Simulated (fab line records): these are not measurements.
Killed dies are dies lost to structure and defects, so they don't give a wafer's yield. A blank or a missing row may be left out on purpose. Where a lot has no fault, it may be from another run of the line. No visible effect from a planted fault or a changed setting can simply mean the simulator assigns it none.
Which tool did it?    flow n5_finfet    Sampling: 24 lots, 72 wafers, 2 of 1938 route steps

WHAT THE GAUGES SHOWED, per wafer
N5_BEOL_M4_CD_MEAS_35: target cd 18 nm, target cd y 22.4 nm. Usual: cd_nm reads 18.0 nm (standard deviation 0.3).
lot   measured      on         cd_nm (nm)      flag
L074  day 7 22:38   cd_sem-01  17.8 17.6 17.8  
L076  day 8 14:04   cd_sem-01  17.8 17.6 17.9  
L075  day 9 06:47   cd_sem-02  17.9 18.1 18.1  
L078  day 9 12:14   cd_sem-02  17.9 17.6 18.0  
L077  day 9 19:14   cd_sem-02  17.8 17.8 18.7  
L079  day 10 11:38  cd_sem-01  17.7 18.0 18.1  
L083  day 10 11:38  cd_sem-02  18.3 18.4 18.3  
L081  day 10 14:29  cd_sem-02  17.5 18.3 17.9  
L080  day 10 14:34  cd_sem-02  18.5 17.7 18.1  
L082  day 11 04:01  cd_sem-01  18.6 18.0 17.6  
L087  day 11 06:44  cd_sem-02  17.6 18.5 17.7  
L084  day 11 06:46  cd_sem-02  17.9 17.9 18.2  
L085  day 11 19:37  cd_sem-02  17.8 18.0 18.3  
L086  day 12 00:37  cd_sem-01  17.9 18.1 17.8  
L090  day 12 06:01  cd_sem-03  17.7 17.9 17.7  
L088  day 12 08:46  cd_sem-02  18.2 18.5 17.8  
L089  day 12 17:10  cd_sem-01  17.8 17.9 18.6  
L092  day 13 07:29  cd_sem-03  18.6 18.2 18.0  
L091  day 13 07:37  cd_sem-01  18.2 17.5 18.7  
L093  day 13 08:39  cd_sem-02  18.2 17.8 18.2  
L096  day 13 15:25  cd_sem-02  17.9 18.2 18.2  
L094  day 13 16:42  cd_sem-01  17.9 17.9 17.8  
L095  day 13 22:54  cd_sem-01  17.9 18.0 18.5  
L097  day 14 15:07  cd_sem-02  17.9 18.3 18.5  

TOOL THAT RAN EACH LOT (tool first, then ch and the chambers of the sampled wafers, then the start)
lot   N5_BEOL_M4_ETCH_70
L074  rie_diel-03 ch 1,2, day 7 22:08
L076  rie_diel-03 ch 1,2, day 8 13:34
L075  rie_diel-01 ch 0,1,2, day 9 06:17
L078  rie_diel-03 ch 0,2, day 9 11:43
L077  rie_diel-01 ch 0,1, day 9 18:43
L079  rie_diel-03 ch 1,3, day 10 11:07
L083  rie_diel-06 ch 1,2, day 10 11:08
L081  rie_diel-01 ch 2,3, day 10 13:59
L080  rie_diel-03 ch 0,2,3, day 10 14:03
L082  rie_diel-01 ch 0,1, day 11 03:30
L087  rie_diel-01 ch 2,3, day 11 06:13
L084  rie_diel-03 ch 0,1,3, day 11 06:15
L085  rie_diel-01 ch 0,2,3, day 11 19:06
L086  rie_diel-01 ch 1,2,3, day 12 00:06
L090  rie_diel-06 ch 1,2, day 12 05:30
L088  rie_diel-03 ch 1,2,3, day 12 08:15
L089  rie_diel-01 ch 0,1, day 12 16:38
L092  rie_diel-01 ch 0,2, day 13 06:58
L091  rie_diel-03 ch 0,1,2, day 13 07:05
L093  rie_diel-06 ch 1,3, day 13 08:08
L096  rie_diel-03 ch 0,2,3, day 13 14:55
L094  rie_diel-01 ch 1,2,3, day 13 16:11
L095  rie_diel-01 ch 2,3, day 13 22:23
L097  rie_diel-03 ch 0,2, day 14 14:36
- N5_BEOL_M4_ETCH_70: etches SOC in N2/H2, target depth 80 nm, overetch 24 nm, time 130 s.

WHAT THE TOOLS THEMSELVES READ (means of the sampled wafers that have a number; where no wafer has one, the mark that the record gives instead)
N5_BEOL_M4_ETCH_70. Usual: chamber_pressure_mTorr 30.003 mTorr, standard deviation 0.028; drypump_motor_current_A 5.7 A, standard deviation 0.35; oes_product_au 0.58 a.u., standard deviation 0.053; rf_vpp_V 524.3 V, standard deviation 2.6; showerhead_plenum_p_Torr 2.56 Torr, standard deviation 0.089; throttle_valve_pct 17.8 %, standard deviation 0.34.
lot   tool         chamber_pressure_mTorr (mTorr)  drypump_motor_current_A (A)  oes_product_au (a.u.)  rf_vpp_V (V)  showerhead_plenum_p_Torr (Torr)  throttle_valve_pct (%)  flag
L074  rie_diel-03  29.995                          5.7                          0.61                   527.7         2.68                             17.7                    
L076  rie_diel-03  30.007                          5.7                          0.61                   526.5         2.68                             17.7                    
L075  rie_diel-01  29.981                          5.6                          0.59                   523.7         2.56                             17.9                    
L078  rie_diel-03  30.002                          5.9                          0.55                   526.4         2.63                             18.1                    
L077  rie_diel-01  30.002                          5.5                          0.60                   523.1         2.54                             17.7                    
L079  rie_diel-03  29.983                          5.6                          0.60                   526.0         2.59                             17.6                    
L083  rie_diel-06  30.014                          6.1                          0.58                   521.0         2.48                             18.1                    
L081  rie_diel-01  30.009                          5.9                          0.57                   525.4         2.59                             17.9                    
L080  rie_diel-03  30.016                          5.6                          0.54                   523.8         2.56                             18.0                    
L082  rie_diel-01  30.007                          5.5                          0.59                   523.7         2.53                             17.7                    
L087  rie_diel-01  30.016                          6.0                          0.60                   524.1         2.53                             17.6                    
L084  rie_diel-03  30.005                          5.6                          0.55                   524.3         2.56                             17.9                    
L085  rie_diel-01  29.984                          5.8                          0.59                   524.3         2.53                             17.9                    
L086  rie_diel-01  30.022                          5.8                          0.57                   524.3         2.55                             17.7                    
L090  rie_diel-06  30.006                          6.5                          0.55                   522.3         2.49                             18.2                    
L088  rie_diel-03  29.993                          5.5                          0.57                   524.2         2.57                             17.8                    
L089  rie_diel-01  30.018                          5.5                          0.58                   523.3         2.53                             17.8                    
L092  rie_diel-01  30.008                          5.6                          0.57                   522.9         2.53                             18.2                    
L091  rie_diel-03  29.968                          5.8                          0.63                   526.8         2.64                             17.7                    
L093  rie_diel-06  29.992                          5.7                          0.58                   522.3         2.48                             18.0                    
L096  rie_diel-03  29.999                          5.6                          0.67                   526.7         2.65                             17.8                    
L094  rie_diel-01  29.979                          5.8                          0.57                   524.1         2.55                             17.7                    
L095  rie_diel-01  30.002                          6.0                          0.55                   525.4         2.57                             17.9                    
L097  rie_diel-03  30.006                          5.9                          0.65                   525.8         2.62                             17.9                    

THE ANSWER, worked out from the rows above alone
Rule: lot off if the mean of its wafers having a number is beyond 3 standard deviations from the usual mean. A lot without any number at a reading at which 4 lots or more have one is off too. Any other lot the step has rows for is counted as sound. First the gauges in route order, then the tools' own readings, where a lot's mean is used as printed above. At the first step where some lot is off, the reading lying furthest off is the one used; lots without a number count as furthest.
No lot is off on any of the readings shown, so nothing can be concluded from this.

WHAT THE SIMULATOR PUT IN
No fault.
